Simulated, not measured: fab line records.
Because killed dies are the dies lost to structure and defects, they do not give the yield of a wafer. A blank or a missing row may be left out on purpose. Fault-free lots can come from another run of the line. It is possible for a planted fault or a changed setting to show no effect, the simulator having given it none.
fab line records | flow n5_finfet
record: lots: 10 wafers: 30 last_day: 19
route steps=1938 shown BEOL_M5@1162 MIM_TOP_LITHO@1850 TV_OPEN@1890 PAD_METAL@1894 PASSIVATION@1936
lots that met no fault: from a run of the same line without faults
start_h: hours from the record's first day to the start of the lot's first wafer shown | wait_h: time in hours since the lot's previous step | " repeats the value in the row above | L1.1+2: several wafers, shown together as one row | - either no value or no given start | * or withheld: withheld | < > ~ a bound
route shown NAME@n: a module of which the file shows steps, and the number in the route of the first | usual: average and standard deviation across the fault-free wafers | same: alike in all rows | chamber/n: place in a boat | sites: per-site readings | _std_site: the standard deviation of these | _edge_site: the outer-site mean with the inner-site mean subtracted | radius_mm: for every site, how far away it sits from the centre of the wafer | mask NAME#n: copy n | behind: the tool/chamber that last shaped the wafer | hold: why the lot was held/for how many hours/how that ended | device: transistor that didn't switch, given as n, p or np | end of line: at the end of the route, the tests of the same wafers | a step without rows: its recipe alone | killed: not the wafer's yield, but the dies lost to structure and defects at the first sort | map: per-die view of a wafer (x killed, . not killed, _ where there is no die)
set.NAME: the run value of the setting; set.NAME@STEP: its run value at that earlier step | model.NAME: the simulator's own value behind a step, which no gauge read
route steps across a sampled set of lots; one table per step, one row per wafer
services: when a tool's chamber went out of use (start_h, in hours from the record's first day, below 0 if earlier), for how many hours, and the reason
== steps ==
step: N5_BEOL_M5_STRIP_91
recipe: chemistry: N2/H2 time_s: 10 power_w: 450 temp_c: 40 pressure_mtorr: 20 rf_frequency_hz: 6e+07 bias_power_w: 7 n2_flow_sccm: 200 h2_flow_sccm: 200
usual: drypump_motor_current_A: 6.1/0.48 n2_flow_sccm: 200.0/0.62 oes_product_au: 0.76/0.095 rf_vpp_V: 59.0/0.78 showerhead_plenum_p_Torr: 2.52/0.085 throttle_valve_pct: 23.71/0.27
columns lot.wafer tool chamber start_h wait_h drypump_motor_current_A n2_flow_sccm oes_product_au rf_hours_counter_h rf_vpp_V showerhead_plenum_p_Torr throttle_valve_pct
L136.1 rie_diel-06 0 181.96 - 6.5 199.6 0.92 32 59.2 2.58 23.60
L136.2 " 1 " " 5.8 200.6 0.77 146 59.0 2.45 23.42
L136.6 " 3 " " 5.6 199.8 0.72 - 58.9 2.63 23.80
L137.2 rie_diel-06 1 194.59 - 5.8 199.1 0.77 149 58.1 2.45 23.45
L137.3 " 0 " " 6.5 200.6 0.90 36 58.9 2.58 23.59
L137.5 " 2 " " 6.7 199.9 0.70 - 60.1 2.41 23.73
L139.2 rie_diel-06 0 200.92 - 6.4 199.2 0.91 38 60.9 2.58 23.58
L139.3 " 1 " " 5.8 200.9 0.77 151 59.0 2.45 23.45
L139.5 " 3 " " 5.6 199.8 0.72 - 59.9 2.63 23.81
L138.3 rie_diel-05 0 201.32 - 6.0 199.2 0.94 11 58.6 2.60 23.17
L138.4 " 1 " " 5.7 199.6 0.70 210 59.8 2.42 24.05
L138.5 " 2 " " 6.8 200.7 0.71 - 59.1 2.52 23.51
L145.1 rie_diel-06 2 242.06 - 6.7 199.1 0.70 236 60.4 2.40 23.77
L145.4 " 3 " " 5.6 200.7 0.70 - 59.8 2.62 23.83
L145.5 " 2 " " 6.7 199.9 0.69 - 58.9 2.40 23.77
L148.2 rie_diel-06 3 267.62 - 5.6 199.4 0.69 193 59.3 2.62 23.84
L148.3 " 1 " " 5.8 200.5 0.76 167 57.7 2.45 23.45
L148.4 " 0 " " 6.4 201.0 0.88 57 59.0 2.57 23.61
L152.1 rie_diel-02 1 270.94 - 5.7 199.3 0.68 200 59.7 2.62 23.74
L152.2 " 2 " " 5.9 199.9 0.67 242 58.0 2.50 23.59
L152.4 " 3 " " 6.5 199.0 0.76 138 59.9 2.44 24.15
L156.2 rie_diel-02 2 334.27 - 5.8 200.1 0.98 4 58.7 2.50 23.39
L156.3 " 0 " " 6.5 199.8 0.70 196 59.4 2.52 24.04
L156.4 " 3 " " 6.5 198.7 0.75 158 58.9 2.43 24.18
L157.3 rie_diel-06 2 345.83 - 6.7 199.5 0.96 8 61.2 2.71 23.61
L157.4 " 1 " " 5.8 200.1 0.73 187 58.2 2.44 23.47
L157.5 " 1 " " 5.8 200.4 0.73 - 58.0 2.44 23.49
L158.2 rie_diel-06 0 349.45 - 6.4 200.5 0.85 79 60.5 2.56 23.64
L158.3 " 3 " " 5.5 200.4 0.69 214 58.5 2.61 23.86
L158.5 " 1 " " 5.8 199.9 0.74 - 58.7 2.44 23.50
step: N5_MIM_TOP_LITHO_DESCUM_10
recipe: chemistry: O2 time_s: 7.9 source_power_w: 50 bias_power_w: 20 pressure_mtorr: 20 rf_frequency_hz: 2.712e+07 temp_c: 40 o2_flow_sccm: 225
usual: drypump_motor_current_A: 5.52/0.29 oes_product_au: 0.83/0.085 rf_vpp_V: 243.3/1.5 showerhead_plenum_p_Torr: 2.10/0.088 throttle_valve_pct: 20.26/0.24
columns lot.wafer tool chamber start_h wait_h drypump_motor_current_A oes_product_au rf_hours_counter_h rf_vpp_V showerhead_plenum_p_Torr throttle_valve_pct
L136.1 rie_diel-04 3 262.78 0.0 5.22 0.71 204 243.6 2.07 20.37
L136.2 " 1 " " 5.91 0.69 228 241.2 1.97 20.32
L136.6 " 1 " " 5.89 0.70 - 241.6 1.97 20.33
L139.2 rie_diel-04 0 282.07 0.0 5.52 0.70 257 242.9 2.06 20.45
L139.3 " 3 " " 5.23 0.71 214 242.3 2.06 20.38
L139.5 " 0 " " 5.51 0.70 - 241.3 2.06 20.47
L137.2 rie_diel-01 3 288.78 0.2 5.26 0.82 77 242.2 2.01 20.18
L137.3 " 2 " " 5.78 0.71 219 240.9 1.98 20.54
L137.5 " 2 " " 5.76 0.72 - 242.2 1.98 20.52
L138.3 rie_diel-01 2 304.69 0.0 5.77 0.70 226 241.7 1.98 20.54
L138.4 " 2 " " 5.77 0.70 - 241.1 1.98 20.52
L138.5 " 3 " " 5.23 0.82 - 242.9 2.01 20.18
L145.1 rie_diel-03 0 330.18 0.0 5.83 0.86 56 244.4 2.12 19.90
L145.4 " 2 " " 4.92 0.84 69 244.3 2.22 20.58
L145.5 " 0 " " 5.84 0.86 - 243.8 2.12 19.90
L148.2 rie_diel-01 2 351.35 0.0 5.78 0.69 243 240.2 1.97 20.54
L148.3 " 0 " " 5.33 0.94 15 243.8 2.13 20.00
L148.4 " 1 " " 5.62 0.92 23 245.7 2.23 20.06
L152.1 rie_diel-04 2 355.16 0.2 5.39 0.88 50 243.3 2.04 19.96
L152.2 " 0 " " 5.52 0.94 15 241.9 2.05 20.00
L152.4 " 1 " " 5.93 0.94 5 245.0 2.22 20.08
L156.2 rie_diel-04 1 422.81 0.1 5.89 0.89 30 244.2 2.21 20.10
L156.3 " 0 " " 5.54 0.89 40 242.4 2.04 20.03
L156.4 " 1 " " 5.90 0.88 - 244.8 2.21 20.11
L158.2 rie_diel-04 1 441.00 0.0 5.92 0.86 36 245.1 2.21 20.13
L158.3 " 2 " " 5.39 0.83 82 243.5 2.03 20.02
L158.5 " 2 " " 5.41 0.83 - 242.7 2.03 20.04
L157.3 rie_diel-04 0 442.26 0.0 5.52 0.88 46 240.6 2.04 20.06
L157.4 " 1 " " 5.90 0.86 36 245.5 2.21 20.12
L157.5 " 1 " " 5.90 0.86 - 245.9 2.21 20.11
step: N5_PASSIVATION_ETCH_15
recipe: chemistry: CF4/N2 target: SiCN target_depth_a: 750 taper_deg: 2 time_s: 81.2 ion_energy_ev: 150 mask_material: SiNx pressure_mtorr: 40 source_w: 430 bias_w: 70 Ar_flow_sccm: 100 cf4_flow_sccm: 60 n2_flow_sccm: 60
usual: drypump_motor_current_A: 6.0/0.49 n2_flow_sccm: 59.99/0.2 oes_product_au: 0.79/0.11 rf_vpp_V: 381.7/1.9 showerhead_plenum_p_Torr: 2.19/0.07 throttle_valve_pct: 15.44/0.27
columns lot.wafer tool chamber start_h wait_h drypump_motor_current_A n2_flow_sccm oes_product_au rf_hours_counter_h rf_vpp_V showerhead_plenum_p_Torr throttle_valve_pct
L136.1 rie_diel-02 3 - - 6.5 60.24 0.76 137 378.5 2.11 15.57
L136.2 " 1 " " 5.7 60.03 0.68 199 382.7 2.28 15.53
L136.6 " 0 " " 6.5 59.95 0.71 - 382.4 2.19 15.71
L139.2 rie_diel-06 2 - - 6.7 59.94 0.70 246 380.1 2.10 15.77
L139.3 " 3 " " 5.6 59.95 0.72 196 383.7 2.28 15.68
L139.5 " 1 " " 5.8 60.22 0.73 - 379.6 2.11 15.26
L137.2 rie_diel-05 0 - - 6.0 60.14 0.86 42 382.2 2.25 15.04
L137.3 " 3 " " 5.2 59.97 0.71 231 381.5 2.19 15.62
L137.5 " 2 " " 6.8 59.90 0.93 - 380.6 2.18 15.08
L138.3 rie_diel-06 3 - - 5.6 59.78 0.71 202 383.6 2.28 15.69
L138.4 " 3 " " 5.6 59.86 0.71 - 383.6 2.28 15.69
L138.5 " 0 " " 6.4 60.02 0.84 - 384.2 2.24 15.22
L145.1 rie_diel-06 1 - - 5.8 60.08 0.72 184 379.8 2.11 15.26
L145.4 " 2 " " 6.7 60.00 0.98 5 386.1 2.36 15.32
L145.5 " 0 " " 6.4 60.52 0.84 - 383.2 2.24 15.24
L148.2 rie_diel-02 0 - - 6.5 60.03 0.71 202 381.6 2.18 15.78
L148.3 " 3 " " 6.5 59.82 0.73 164 379.4 2.10 15.64
L148.4 " 2 " " 5.8 60.05 0.97 9 380.8 2.16 15.21
L152.1 rie_diel-05 0 - - 6.0 59.90 0.84 62 383.6 2.24 15.10
L152.2 " 1 " " 5.7 60.29 0.66 256 378.6 2.09 15.86
L152.4 " 0 " " 6.0 60.12 0.84 - 383.2 2.24 15.07
L156.2 rie_diel-05 3 - - 5.2 60.26 0.92 22 379.6 2.17 15.22
L156.3 " 1 " " 5.7 59.92 0.99 2 384.5 2.36 15.38
L156.4 " 3 " " 5.2 60.00 0.93 - 381.5 2.17 15.22
L158.2 rie_diel-05 0 - - 5.9 59.82 0.79 97 384.4 2.23 15.16
L158.3 " 2 " " 6.7 60.05 0.85 47 381.4 2.17 15.17
L158.5 " 1 " " 5.7 59.89 0.94 - 386.0 2.36 15.37
L157.3 rie_diel-02 3 - - 6.6 59.88 0.72 190 379.4 2.09 15.67
L157.4 " 0 " " 6.5 60.06 0.68 - 381.5 2.18 15.81
L157.5 " 2 " " 5.9 60.05 0.92 - 380.5 2.16 15.27
step: N5_PASSIVATION_PRE_CLEAN_19
recipe: gas: H2/He time_s: * temp_c: *
usual: heater_power_w: 476/27
columns lot.wafer tool chamber start_h wait_h heater_power_w
L136.1 pvd_sputter-01 - 268.15 0.0 476
L136.2 " - " " 496
L136.6 " - " " 482
L139.2 pvd_sputter-02 - 288.61 0.0 552
L139.3 " - " " 480
L139.5 " - " " 468
L137.2 pvd_sputter-01 - 291.97 0.0 486
L137.3 " - " " 478
L137.5 " - " " 485
L138.3 pvd_sputter-03 - 309.92 0.0 504
L138.4 " - " " 450
L138.5 " - " " 463
L145.1 pvd_sputter-01 - 333.98 0.0 494
L145.4 " - " " 470
L145.5 " - " " 452
L148.2 pvd_sputter-01 - 358.06 0.0 448
L148.3 " - " " 467
L148.4 " - " " 492
L152.1 pvd_sputter-03 - 363.10 0.0 494
L152.2 " - " " 478
L152.4 " - " " 457
L156.2 pvd_sputter-03 - 428.40 0.0 470
L156.3 " - " " 492
L156.4 " - " " 482
L158.2 pvd_sputter-03 - 449.77 0.0 450
L158.3 " - " " 502
L158.5 " - " " 482
L157.3 pvd_sputter-02 - 449.78 0.0 452
L157.4 " - " " 454
L157.5 " - " " 472
step: N5_PASSIVATION_PROBE_49
usual: defect_limited_yield: 91.3/1.4 killed_at_M0_to_M3: 33/11 killed_at_M4_up: 15/6.2 killed_at_contacts: 13/6.5 killed_at_front_end: 38/11 killed_at_other: 3.4/2.6 killed_dies: 102/17 killed_open: 67/12 killed_short: 34/7.9 sort_bin_5_function: 5.1/0.88 sort_bin_6_memory: 3.3/0.65 sort_bin_8_speed: 0.00/0.0099 sort_n_pass: 1078/17 sort_yield_pct: 91.3/1.4
same: gross_dies: 1180 killed_at_back_side: 0 sort_bin_4_leakage[%]: 0
columns lot.wafer tool chamber start_h wait_h defect_limited_yield[%] killed_at_M0_to_M3 killed_at_M4_up killed_at_contacts killed_at_front_end killed_at_other killed_dies killed_open killed_short sort_bin_5_function[%] sort_bin_6_memory[%] sort_bin_8_speed[%] sort_n_pass sort_yield_pct[%]
L136.1 prober-01 - 273.66 0.0 91.5 19 8 26 46 1 100 61 39 5.4 2.8 0 1080 91.5
L136.2 prober-01 - 273.71 0.1 92.7 24 23 20 19 0 86 62 23 4.8 2.3 0 1094 92.7
L136.6 prober-01 - 273.91 0.3 93.1 14 9 29 30 0 82 55 27 4.5 2.3 0 1098 93.1
L137.2 prober-02 - 297.64 0.1 92.2 34 4 10 43 1 92 65 27 4.8 3.0 0 1088 92.2
L137.3 prober-02 - 297.69 0.1 92.5 34 3 12 37 3 89 48 36 4.2 2.7 0 1091 92.5
L137.5 prober-02 - 297.79 0.2 90.5 46 14 21 29 2 112 73 39 5.7 3.7 0 1068 90.5
L145.1 prober-02 - 340.67 0.3 89.9 36 11 11 60 1 119 70 45 6.2 3.4 0 1061 89.9
L145.4 prober-02 - 340.82 0.5 81.4 38 108 8 56 9 219 62 47 10.6 6.0 0 961 81.4
L145.5 prober-02 - 340.87 0.5 91.0 28 13 8 55 2 106 70 31 4.7 3.6 0 1074 91.0
L148.2 prober-02 - 363.71 0.1 84.4 30 109 11 33 1 184 55 31 10.0 4.1 0 996 84.4
L148.3 prober-02 - 363.76 0.1 91.7 29 12 6 46 5 98 65 31 4.8 3.2 0 1082 91.7
L148.4 prober-02 - 363.81 0.2 90.8 30 3 4 71 1 109 65 43 4.8 3.5 0.08 1071 90.8
L152.1 prober-01 - 369.30 0.0 93.1 21 17 3 41 0 82 45 34 4.1 2.7 0 1098 93.1
L152.2 prober-01 - 369.35 0.1 91.2 34 10 9 48 3 104 65 37 5.8 2.7 0 1076 91.2
L152.4 prober-01 - 369.45 0.2 90.2 23 16 11 63 3 116 74 42 5.3 4.0 0 1064 90.2
L156.2 prober-02 - 434.81 0.8 93.1 31 11 4 25 11 82 44 36 4.8 1.9 0 1098 93.1
L156.3 prober-02 - 434.86 0.8 91.6 26 12 16 34 11 99 69 28 4.7 3.6 0 1081 91.6
L156.4 prober-02 - 434.91 0.9 91.6 16 17 25 34 7 99 64 32 5.9 1.7 0 1081 91.6
killed by level:class
L136.1 MOL_CONTACT_COAG:geometric_particle:open=20 FIN_SAQP:geometric_particle:short=13 ILD0:geometric_particle:short=6 MOL_CONTACT_COAG:geometric_particle:short=6 BEOL_M0_SAQP:geometric_particle:short=6 GATE_CUT:geometric_particle:open=5 BEOL_M4:geometric_particle:open=5 ILD0:geometric_particle:open=4
L136.2 BEOL_M4:geometric_particle:open=12 MOL_CONTACT_COAG:geometric_particle:open=10 MOL_CONTACT_COAG:geometric_particle:short=10 BEOL_M3:geometric_particle:open=8 FIN_SAQP:geometric_particle:open=5 STI_FIN_REVEAL:geometric_particle:open=5 BEOL_M0_SAQP:geometric_particle:open=5 FIN_SAQP:geometric_particle:short=3
L136.6 MOL_CONTACT_COAG:geometric_particle:open=19 MOL_CONTACT_COAG:geometric_particle:short=10 STI_FIN_REVEAL:geometric_particle:open=8 FIN_CUT:geometric_particle:open=4 STI_FIN_REVEAL:geometric_particle:short=4 BEOL_M4:geometric_particle:open=4 STARTING-WAFER:geometric_particle:open=4 BEOL_M2:geometric_particle:open=3
L137.2 BEOL_M0_SAQP:geometric_particle:open=12 STI_FIN_REVEAL:geometric_particle:open=10 DUMMY_GATE:geometric_particle:open=8 BEOL_M0_SAQP:geometric_particle:short=8 MOL_CONTACT_COAG:geometric_particle:open=7 BEOL_M2:geometric_particle:open=7 GATE_CUT:geometric_particle:short=6 GATE_CUT:geometric_particle:open=6
L137.3 BEOL_M0_SAQP:geometric_particle:short=13 STI_FIN_REVEAL:geometric_particle:open=10 MOL_CONTACT_COAG:geometric_particle:open=9 BEOL_M0_SAQP:geometric_particle:open=8 GATE_CUT:geometric_particle:short=6 GATE_CUT:geometric_particle:open=4 BEOL_M3:geometric_particle:open=4 HKMG_FIN:area_etch=4
L137.5 MOL_CONTACT_COAG:geometric_particle:open=18 BEOL_M2:geometric_particle:open=11 BEOL_M0_SAQP:geometric_particle:open=9 BEOL_M0_SAQP:geometric_particle:short=8 BEOL_M4:geometric_particle:open=7 FIN_SAQP:geometric_particle:short=6 DUMMY_GATE:geometric_particle:open=5 STI_FIN_REVEAL:geometric_particle:open=4
L145.1 FIN_SAQP:geometric_particle:short=18 FIN_SAQP:geometric_particle:open=13 STI_FIN_REVEAL:geometric_particle:open=11 BEOL_M0_SAQP:geometric_particle:open=10 BEOL_M0_SAQP:geometric_particle:short=8 MOL_CONTACT_COAG:geometric_particle:open=7 BEOL_M2:geometric_particle:open=5 GATE_CUT:geometric_particle:short=4
L145.4 BEOL_M5:unspecified=103 FIN_SAQP:geometric_particle:short=19 FIN_SAQP:geometric_particle:open=12 BEOL_M0_SAQP:geometric_particle:short=10 BEOL_M1:geometric_particle:open=10 STI_FIN_REVEAL:geometric_particle:open=7 MOL_CONTACT_COAG:geometric_particle:open=7 BEOL_M3:geometric_particle:open=7
L145.5 FIN_SAQP:geometric_particle:open=16 STI_FIN_REVEAL:geometric_particle:open=10 FIN_SAQP:geometric_particle:short=9 BEOL_M1:geometric_particle:open=9 MOL_CONTACT_COAG:geometric_particle:open=6 BEOL_M0_SAQP:geometric_particle:open=6 BEOL_M5:geometric_particle:open=6 DUMMY_GATE:geometric_particle:open=4
L148.2 BEOL_M5:unspecified=98 GATE_CUT:geometric_particle:short=9 MOL_CONTACT_COAG:geometric_particle:open=8 BEOL_M0_SAQP:geometric_particle:open=8 GATE_CUT:geometric_particle:open=6 BEOL_M1:geometric_particle:open=6 STI_FIN_REVEAL:geometric_particle:open=5 BEOL_M0_SAQP:geometric_particle:short=5
L148.3 GATE_CUT:geometric_particle:short=13 BEOL_M3:geometric_particle:open=9 FIN_SAQP:geometric_particle:short=8 FIN_SAQP:geometric_particle:open=7 GATE_CUT:geometric_particle:open=7 BEOL_M4:geometric_particle:open=7 BEOL_M1:geometric_particle:open=6 MOL_CONTACT_COAG:geometric_particle:open=5
L148.4 STI_FIN_REVEAL:geometric_particle:open=17 FIN_SAQP:geometric_particle:open=12 FIN_SAQP:geometric_particle:short=10 BEOL_M0_SAQP:geometric_particle:open=9 BEOL_M0_SAQP:geometric_particle:short=8 GATE_CUT:geometric_particle:short=7 GATE_CUT:geometric_particle:open=6 STI_FIN_REVEAL:geometric_particle:short=5
L152.1 FIN_SAQP:geometric_particle:short=6 BEOL_M3:geometric_particle:open=6 STI_FIN_REVEAL:geometric_particle:open=5 FIN_SAQP:geometric_particle:open=4 STI_FIN_REVEAL:geometric_particle:short=4 ILD0:geometric_particle:short=4 BEOL_M0_SAQP:geometric_particle:short=4 BEOL_M6:geometric_particle:open=4
L152.2 STI_FIN_REVEAL:geometric_particle:open=14 BEOL_M0_SAQP:geometric_particle:open=11 BEOL_M0_SAQP:geometric_particle:short=9 MOL_CONTACT_COAG:geometric_particle:open=8 GATE_CUT:geometric_particle:short=6 GATE_CUT:geometric_particle:open=5 FIN_SAQP:geometric_particle:short=4 DUMMY_GATE:geometric_particle:open=4
L152.4 FIN_SAQP:geometric_particle:open=11 FIN_SAQP:geometric_particle:short=10 GATE_CUT:geometric_particle:short=10 BEOL_M3:geometric_particle:open=9 MOL_CONTACT_COAG:geometric_particle:open=9 DUMMY_GATE:geometric_particle:open=8 BEOL_M4:geometric_particle:open=7 STI_FIN_REVEAL:geometric_particle:open=6
L156.2 BEOL_M0_SAQP:geometric_particle:short=12 STI_FIN_REVEAL:geometric_particle:open=7 BEOL_M0_SAQP:geometric_particle:open=6 BEOL_M4:geometric_particle:open=6 PASS1_CAP:geometric_particle:short=5 BEOL_M2:geometric_particle:open=5 STARTING-WAFER:geometric_particle:short=5 PASS1_CAP:geometric_particle:open=4
L156.3 MOL_CONTACT_COAG:geometric_particle:open=13 STI_FIN_REVEAL:geometric_particle:open=9 BEOL_M2:geometric_particle:open=9 FIN_SAQP:geometric_particle:short=8 BEOL_M4:geometric_particle:open=6 BEOL_M0_SAQP:geometric_particle:open=6 PASS1_CAP:geometric_particle:open=5 DUMMY_GATE:geometric_particle:open=3
L156.4 MOL_CONTACT_COAG:geometric_particle:open=20 STI_FIN_REVEAL:geometric_particle:open=11 BEOL_M4:geometric_particle:open=7 FIN_SAQP:geometric_particle:short=6 MOL_CONTACT_COAG:geometric_particle:short=5 PASS1_CAP:geometric_particle:short=4 STI_FIN_REVEAL:geometric_particle:short=3 BEOL_M0_SAQP:geometric_particle:open=3
== services ==
columns tool chamber start_h hours kind
rie_diel-04 0 165.31 3.0 repair
rie_diel-04 2 183.03 - clean
rie_diel-05 1 198.10 1.3 repair
rie_diel-06 3 216.58 5.0 repair
rie_diel-04 1 232.60 8.5 repair
rie_diel-01 3 236.72 4.0 repair
rie_diel-06 1 240.99 8.6 repair
rie_diel-04 2 262.52 29.1 repair
rie_diel-03 0 285.15 18.7 repair
rie_diel-06 2 304.96 - clean
rie_diel-06 2 304.96 - consumable_replace:focus_ring
rie_diel-06 2 304.96 - consumable_replace:showerhead
rie_diel-06 2 304.96 12.3 scheduled_down
rie_diel-06 2 304.96 12.3 vent_cycle
rie_diel-06 1 319.92 6.7 repair
rie_diel-06 3 357.07 4.4 repair
rie_diel-03 2 360.21 3.0 repair
rie_diel-05 2 361.93 29.1 repair
pvd_sputter-01 - 370.77 4.7 repair
rie_diel-04 3 400.12 6.5 repair
rie_diel-03 - 404.61 0.9 repair
rie_diel-01 0 430.11 1.5 repair
rie_diel-03 0 432.56 3.0 repair
pvd_sputter-01 - 435.16 11.8 repair
== key ==
first_sign: step: N5_PASSIVATION_PROBE_49 reading: killed_at_M4_up direction: up sigmas: 15 usual: 15 struck: 108
effect: step: N5_PASSIVATION_PROBE_49 reading: killed_dies direction: up sigmas: 6 usual: 102 struck: 202
more_kills_born_at: N5_BEOL_M5_STRIP_91@rie_diel-06: 201
met_at N5_BEOL_M5_STRIP_91
struck_lots L145,L148
struck_wafers L145.4,L148.2
not_acting_at N5_MIM_TOP_LITHO_DESCUM_10,N5_PASSIVATION_ETCH_15,N5_PASSIVATION_PRE_CLEAN_19
onset_between 200.92 242.06
fault: kind: chamber_particle_source tool: rie_diel-06 chamber: 3 onset_h: 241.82 steps: N5_BEOL_M5_STRIP_91 rate_per_visit_cm2: 0.51785 end_h: 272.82
